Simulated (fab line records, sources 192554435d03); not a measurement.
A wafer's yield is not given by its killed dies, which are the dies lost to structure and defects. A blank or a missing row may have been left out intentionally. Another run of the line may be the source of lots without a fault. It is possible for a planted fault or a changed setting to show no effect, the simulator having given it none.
Chamber matching ; flow n5 finfet ; N5_BEOL_M14_STRIP_37 on rie diel-03: 4 sister chambers
The step strips in O2. 4 wafers are shown with their chamber, then 7 later ones without.

## EACH WAFER AND ITS CHAMBER
wafer;chamber;drypump motor current A (A)
L083.5;2;5.6
L090.5;0;6.0
L089.1;3;5.0
L089.4;1;5.8

## WAFERS WITH NO CHAMBER GIVEN
wafer;drypump motor current A (A)
L089.6;5.8
L091.1;5.1
L091.4;5.7
L091.5;5.1
L094.1;6.0
L094.5;5.7
L094.6;5.1

## THE CHAMBER EACH PASSED THROUGH
wafer;from the rows above;in truth
L089.6;1;1
L091.1;3;3
L091.4;can't be placed: 1 or 2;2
L091.5;3;3
L094.1;0;0
L094.5;can't be placed: 1 or 2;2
L094.6;3;3
5 of 7 placed correctly. Unplaceable from these rows: 2, with the true chamber sitting among the candidates in 2. Placed wrongly: 0.
How it was worked out, from the rows above alone: a wafer's distance from a chamber is the root of the sum, over the readings, of the square of ((its reading less the chamber's mean) divided by the reading's scatter). If the next closest chamber is less than 2 further off than the closest, the wafer can't be placed; otherwise it belongs to the closest. The mean given for a chamber averages the wafers shown for that chamber. The scatter: with one shown wafer a chamber, the root of the mean of the squares of how far each hidden wafer lies from its nearest shown one.
